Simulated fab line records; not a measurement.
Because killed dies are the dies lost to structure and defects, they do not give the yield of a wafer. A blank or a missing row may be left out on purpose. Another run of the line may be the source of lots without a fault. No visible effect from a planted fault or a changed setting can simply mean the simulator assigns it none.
Chamber matching / flow nand harc / NHARC_P_M1_DEP_33 on pecvd-03: 3 sister chambers
The step deposits SiCN, target thk 30 nm. 6 wafers are shown with their chamber, then 12 later ones without.

WAFERS PAIRED WITH THEIR CHAMBERS
wafer=L084.6; chamber=2; heater power w (W)=576
wafer=L086.3; chamber=1; heater power w (W)=609
wafer=L086.6; chamber=0; heater power w (W)=630
wafer=L088.4; chamber=1; heater power w (W)=686
wafer=L088.5; chamber=2; heater power w (W)=565
wafer=L088.6; chamber=0; heater power w (W)=659

WAFERS WHOSE CHAMBER IS MISSING
wafer=L087.1; heater power w (W)=596
wafer=L087.5; heater power w (W)=583
wafer=L087.6; heater power w (W)=628
wafer=L089.1; heater power w (W)=667
wafer=L089.3; heater power w (W)=535
wafer=L089.4; heater power w (W)=519
wafer=L090.2; heater power w (W)=671
wafer=L090.3; heater power w (W)=585
wafer=L090.6; heater power w (W)=677
wafer=L096.1; heater power w (W)=600
wafer=L096.3; heater power w (W)=642
wafer=L096.4; heater power w (W)=673

WHICH CHAMBER EACH ONE RAN IN
wafer=L087.1; from the rows above=can't be placed: 2 or 0 or 1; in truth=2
wafer=L087.5; from the rows above=can't be placed: 2 or 0 or 1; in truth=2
wafer=L087.6; from the rows above=can't be placed: 0 or 1 or 2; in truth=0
wafer=L089.1; from the rows above=can't be placed: 1 or 0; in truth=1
wafer=L089.3; from the rows above=2; in truth=2
wafer=L089.4; from the rows above=2; in truth=2
wafer=L090.2; from the rows above=can't be placed: 1 or 0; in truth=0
wafer=L090.3; from the rows above=can't be placed: 2 or 0 or 1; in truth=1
wafer=L090.6; from the rows above=can't be placed: 1 or 0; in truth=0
wafer=L096.1; from the rows above=can't be placed: 2 or 0 or 1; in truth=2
wafer=L096.3; from the rows above=can't be placed: 0 or 1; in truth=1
wafer=L096.4; from the rows above=can't be placed: 1 or 0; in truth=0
Placed correctly: 2 of 12. From these rows, 10 cannot be placed; in 10 the true chamber is one of the candidates. 0 placed wrongly.
How it was worked out, from the rows above alone: a wafer's distance from a chamber is the root of the sum, over the readings, of the square of ((its reading less the chamber's mean) divided by the reading's scatter). If the next closest chamber is less than 2 further off than the closest, the wafer can't be placed; otherwise it belongs to the closest. A chamber's mean is the mean of its shown wafers. The scatter is the square root of a quotient: the sum, over the shown wafers, of each reading's squared deviation from its chamber's mean, divided by wafers minus chambers.
